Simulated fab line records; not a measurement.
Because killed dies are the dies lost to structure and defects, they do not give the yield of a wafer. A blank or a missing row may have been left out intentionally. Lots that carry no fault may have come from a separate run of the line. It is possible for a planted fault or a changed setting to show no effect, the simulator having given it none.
The tool behind it: which one? || flow n5Finfet || 12 lots with 36 wafers sampled at 3 steps, on a route of 1938 steps

== WHAT EACH GAUGE READ, for each wafer ==
N5_BEOL_M4_RS_MEAS_58: the measuring method here is four-point-probe.
{"lot": "L075", "measured": "day 8 02:59", "on": "filmMetro-02", "M4_RS (ohm/sq)": "0.75 0.68 0.67"}
{"lot": "L077", "measured": "day 8 08:36", "on": "filmMetro-02", "M4_RS (ohm/sq)": "0.66 0.62 0.64"}
{"lot": "L079", "measured": "day 8 23:50", "on": "filmMetro-01", "M4_RS (ohm/sq)": "0.65 0.62 0.62"}
{"lot": "L081", "measured": "day 9 14:31", "on": "filmMetro-02", "M4_RS (ohm/sq)": "0.64 0.67 0.61"}
{"lot": "L083", "measured": "day 9 21:44", "on": "filmMetro-01", "M4_RS (ohm/sq)": "0.67 0.67 0.67"}
{"lot": "L085", "measured": "day 10 17:05", "on": "filmMetro-02", "M4_RS (ohm/sq)": "0.68 0.71 0.74"}
{"lot": "L087", "measured": "day 11 01:59", "on": "filmMetro-01", "M4_RS (ohm/sq)": "0.72 0.70 0.66"}
{"lot": "L088", "measured": "day 12 02:56", "on": "filmMetro-02", "M4_RS (ohm/sq)": "0.71 0.64 0.67"}
{"lot": "L091", "measured": "day 12 15:11", "on": "filmMetro-02", "M4_RS (ohm/sq)": "0.70 0.65 0.72"}
{"lot": "L093", "measured": "day 13 08:47", "on": "filmMetro-01", "M4_RS (ohm/sq)": "0.68 0.63 0.68"}
{"lot": "L097", "measured": "day 13 20:04", "on": "filmMetro-01", "M4_RS (ohm/sq)": "0.70 0.66 0.66"}
{"lot": "L096", "measured": "day 14 01:55", "on": "filmMetro-02", "M4_RS (ohm/sq)": "0.63 0.62 0.66"}

== WHAT TOOL EACH LOT RAN ON (gives the tool, then ch and the chambers of the sampled wafers, and finally the start) ==
{"lot": "L075", "N5_BEOL_M4_ANNEAL_80": "pvdSputter-01, day 8 00:28", "N5_BEOL_M4_DEP_57": "pecvd-04 ch 0,1,2, day 8 02:56"}
{"lot": "L077", "N5_BEOL_M4_ANNEAL_80": "pvdSputter-01, day 8 06:05", "N5_BEOL_M4_DEP_57": "pecvd-04 ch 0,1,2, day 8 08:32"}
{"lot": "L079", "N5_BEOL_M4_ANNEAL_80": "pvdSputter-02, day 8 21:19", "N5_BEOL_M4_DEP_57": "pecvd-04 ch 0,1,2, day 8 23:46"}
{"lot": "L081", "N5_BEOL_M4_ANNEAL_80": "pvdSputter-01, day 9 11:59", "N5_BEOL_M4_DEP_57": "pecvd-03 ch 0,1, day 9 14:27"}
{"lot": "L083", "N5_BEOL_M4_ANNEAL_80": "pvdSputter-01, day 9 19:06", "N5_BEOL_M4_DEP_57": "pecvd-01 ch 0,1, day 9 21:40"}
{"lot": "L085", "N5_BEOL_M4_ANNEAL_80": "pvdSputter-01, day 10 13:58", "N5_BEOL_M4_DEP_57": "pecvd-04 ch 0,1, day 10 17:01"}
{"lot": "L087", "N5_BEOL_M4_ANNEAL_80": "pvdSputter-02, day 10 23:28", "N5_BEOL_M4_DEP_57": "pecvd-04 ch 1,2, day 11 01:55"}
{"lot": "L088", "N5_BEOL_M4_ANNEAL_80": "pvdSputter-02, day 12 00:26", "N5_BEOL_M4_DEP_57": "pecvd-04 ch 0,1,2, day 12 02:52"}
{"lot": "L091", "N5_BEOL_M4_ANNEAL_80": "pvdSputter-02, day 12 12:40", "N5_BEOL_M4_DEP_57": "pecvd-01 ch 0,2, day 12 15:07"}
{"lot": "L093", "N5_BEOL_M4_ANNEAL_80": "pvdSputter-03, day 13 06:07", "N5_BEOL_M4_DEP_57": "pecvd-01 ch 0, day 13 08:42"}
{"lot": "L097", "N5_BEOL_M4_ANNEAL_80": "pvdSputter-03, day 13 17:32", "N5_BEOL_M4_DEP_57": "pecvd-04 ch 0,1,2, day 13 19:59"}
{"lot": "L096", "N5_BEOL_M4_ANNEAL_80": "pvdSputter-03, day 13 23:21", "N5_BEOL_M4_DEP_57": "pecvd-01 ch 0,1,2, day 14 01:50"}
- N5_BEOL_M4_ANNEAL_80: time 240 s.
- N5_BEOL_M4_DEP_57: deposits SiCN from 3MS/NH3, target thk 8 nm, time 14 s.

== THE ANSWER, worked out from the rows above alone ==
Rule: what is usual is taken from the lots themselves. Put in order of their means at a reading, lots are off if they are a third of the lots or fewer, leave a main group of 4 or more, and stand apart from it by a gap of 3 or more times the standard deviation of the main group's means; of several such gaps the widest counts. If all means in a main group match to the digits the tables above print for the reading, that group is not used. A lot without any number at a reading at which 4 lots or more have one is off too. Any other lot the step has rows for is counted as sound.
Nothing can be told from this: no lot is off at any reading shown.

== WHAT THE SIMULATOR HAD INSERTED ==
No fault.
